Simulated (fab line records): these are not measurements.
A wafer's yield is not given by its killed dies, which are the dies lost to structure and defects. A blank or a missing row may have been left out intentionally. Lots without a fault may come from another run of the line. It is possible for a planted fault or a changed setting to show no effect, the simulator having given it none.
Lot-split experiment / flow n5-finfet / 21 wafers read across 7 lots, on a route 1938 steps long

THE SPLIT ITSELF
At N5_BEOL_M0_SAQP_ETCH_107 (etches SiNx in CH3F/O2, target depth 30 nm), the setting bias-w was moved away from the recipe's 73 W on 7 of the 21 wafers read, by -17.0% to +7.5%. All remaining wafers had this setting at the recipe value.

The split's own step is where the reading is taken.

THE READING
rf-vpp-V, in V, at N5_BEOL_M0_SAQP_ETCH_107 (etches SiNx in CH3F/O2, target depth 30 nm). On this fab line, fault-free wafers typically give 293 V with a standard deviation of 5.4 V.

wafer=L076.3; tool, chamber at the split=rie-diel-05, 0; bias-w as run, W=60.57; against the recipe=-17.0%; rf-vpp-V, V=254; against lot-mates on the recipe=-39
wafer=L076.4; tool, chamber at the split=rie-diel-05, 3; bias-w as run, W=73; against the recipe=recipe; rf-vpp-V, V=290; against lot-mates on the recipe=-
wafer=L076.6; tool, chamber at the split=rie-diel-05, 0; bias-w as run, W=73; against the recipe=recipe; rf-vpp-V, V=296; against lot-mates on the recipe=-
wafer=L090.1; tool, chamber at the split=rie-diel-04, 2; bias-w as run, W=73; against the recipe=recipe; rf-vpp-V, V=288; against lot-mates on the recipe=-
wafer=L090.2; tool, chamber at the split=rie-diel-04, 0; bias-w as run, W=76.89; against the recipe=+5.3%; rf-vpp-V, V=314; against lot-mates on the recipe=+26
wafer=L090.3; tool, chamber at the split=rie-diel-04, 1; bias-w as run, W=73; against the recipe=recipe; rf-vpp-V, V=289; against lot-mates on the recipe=-
wafer=L091.1; tool, chamber at the split=rie-diel-04, 3; bias-w as run, W=73; against the recipe=recipe; rf-vpp-V, V=290; against lot-mates on the recipe=-
wafer=L091.3; tool, chamber at the split=rie-diel-04, 1; bias-w as run, W=73; against the recipe=recipe; rf-vpp-V, V=288; against lot-mates on the recipe=-
wafer=L091.6; tool, chamber at the split=rie-diel-04, 3; bias-w as run, W=73; against the recipe=recipe; rf-vpp-V, V=287; against lot-mates on the recipe=-
wafer=L092.1; tool, chamber at the split=rie-diel-05, 0; bias-w as run, W=73; against the recipe=recipe; rf-vpp-V, V=297; against lot-mates on the recipe=-
wafer=L092.5; tool, chamber at the split=rie-diel-05, 2; bias-w as run, W=73; against the recipe=recipe; rf-vpp-V, V=298; against lot-mates on the recipe=-
wafer=L092.6; tool, chamber at the split=rie-diel-05, 0; bias-w as run, W=73; against the recipe=recipe; rf-vpp-V, V=296; against lot-mates on the recipe=-
wafer=L094.2; tool, chamber at the split=rie-diel-05, 0; bias-w as run, W=73; against the recipe=recipe; rf-vpp-V, V=297; against lot-mates on the recipe=-
wafer=L094.3; tool, chamber at the split=rie-diel-05, 3; bias-w as run, W=73; against the recipe=recipe; rf-vpp-V, V=288; against lot-mates on the recipe=-
wafer=L094.6; tool, chamber at the split=rie-diel-05, 0; bias-w as run, W=73; against the recipe=recipe; rf-vpp-V, V=297; against lot-mates on the recipe=-
wafer=L095.4; tool, chamber at the split=rie-diel-04, 3; bias-w as run, W=73; against the recipe=recipe; rf-vpp-V, V=288; against lot-mates on the recipe=-
wafer=L095.5; tool, chamber at the split=rie-diel-04, 2; bias-w as run, W=78.5; against the recipe=+7.5%; rf-vpp-V, V=305; against lot-mates on the recipe=+17
wafer=L095.6; tool, chamber at the split=rie-diel-04, 1; bias-w as run, W=78.5; against the recipe=+7.5%; rf-vpp-V, V=305; against lot-mates on the recipe=+17
wafer=L096.1; tool, chamber at the split=rie-diel-05, 3; bias-w as run, W=65.53; against the recipe=-10.2%; rf-vpp-V, V=263; against lot-mates on the recipe=no lot-mate on the recipe
wafer=L096.3; tool, chamber at the split=rie-diel-05, 2; bias-w as run, W=65.53; against the recipe=-10.2%; rf-vpp-V, V=273; against lot-mates on the recipe=no lot-mate on the recipe
wafer=L096.4; tool, chamber at the split=rie-diel-05, 2; bias-w as run, W=65.53; against the recipe=-10.2%; rf-vpp-V, V=273; against lot-mates on the recipe=no lot-mate on the recipe

FIT RESULTS
A straight line over all 21 wafers: rf-vpp-V changes by +2.21 V for each +1% of bias-w; r = +0.94; the points scatter about the line by 4.8 V.
The same after taking each lot's own level away (the mean of its wafers on the recipe; 18 wafers): +2.44 V for each +1%; r = +0.96; scatter 3.9 V.
That fit puts the effect of the largest move of bias-w on the reading at 42 V.
The span of the lots' own levels, 288.0 to 297.0 V, comes to 1.7 times the standard deviation stated above.
The two slopes are in agreement: the lot-to-lot level therefore moves the slope only a little.
Check: for one of the wafers moved furthest among these (-17.0%), held out of the fit, the line's prediction against its lot-mates is -46.3 V. Against them it came out at -39 V.
Tool readings at the split's step, against how far the setting was moved: rf-vpp-V r = +0.94.

OTHER SPLITS ON THESE WAFERS
Before the reading, these wafers also passed through other splits. Each is held against what the fit with the lots' levels taken away leaves over:
other split on the same wafers=N5_MOL_CONTACT_COAG_ETCH_47 source-w; wafers away from the commonest value=8; r with rf-vpp-V (lot level and that fit taken away)=-0.30
other split on the same wafers=N5_BEOL_M0_SAQP_SPACER1_ALD_98 temp-c; wafers away from the commonest value=8; r with rf-vpp-V (lot level and that fit taken away)=-0.08

THE FILE'S OWN FIT
rf-vpp-V changes by +2.49 V for each +1% of bias-w, r = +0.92.
